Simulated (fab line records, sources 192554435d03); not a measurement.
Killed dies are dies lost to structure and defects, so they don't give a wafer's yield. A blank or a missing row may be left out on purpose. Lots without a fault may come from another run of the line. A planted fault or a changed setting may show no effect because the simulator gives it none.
Chamber matching | flow n5_finfet | N5_BEOL_M0_SAQP_STRIP_75 on rie_diel-05: 4 sister chambers
The step strips in CF4. 7 wafers are shown with their chamber, then 8 later ones without.

WAFERS WITH THEIR CHAMBER
wafer  | chamber | showerhead_plenum_p_Torr (Torr) | throttle_valve_pct (%)
L074.6 | 1       | 1.67                            | 13.69
L088.1 | 3       | 1.73                            | 13.65
L088.5 | 2       | 1.84                            | 13.21
L092.2 | 0       | 1.71                            | 13.88
L092.4 | 2       | 1.83                            | 13.23
L092.5 | 3       | 1.73                            | 13.65
L093.1 | 0       | 1.71                            | 13.87

WAFERS WITHOUT THEIR CHAMBER
wafer  | showerhead_plenum_p_Torr (Torr) | throttle_valve_pct (%)
L093.4 | 1.67                            | 13.74
L093.6 | 1.71                            | 13.88
L094.3 | 1.83                            | 13.21
L094.5 | 1.67                            | 13.74
L094.6 | 1.83                            | 13.22
L096.1 | 1.73                            | 13.67
L096.4 | 1.71                            | 13.89
L096.5 | 1.83                            | 13.22

WHICH CHAMBER EACH WENT THROUGH
wafer  | from the rows above | in truth
L093.4 | 1                   | 1
L093.6 | 0                   | 0
L094.3 | 2                   | 2
L094.5 | 1                   | 1
L094.6 | 2                   | 2
L096.1 | 3                   | 3
L096.4 | 0                   | 0
L096.5 | 2                   | 2
Placed correctly: 8 of 8. Can't be placed from these rows: 0. Placed wrongly: 0.
How it was worked out, from the rows above alone: a wafer's distance from a chamber is the root of the sum, over the readings, of the square of ((its reading less the chamber's mean) divided by the reading's scatter). The wafer belongs to the nearest chamber; if the next one is less than 2 further off, it can't be placed. A chamber's mean is the mean of its shown wafers. The scatter: the root of (the sum of the squares of (reading less its chamber's mean) over the shown wafers, divided by (wafers less chambers)).
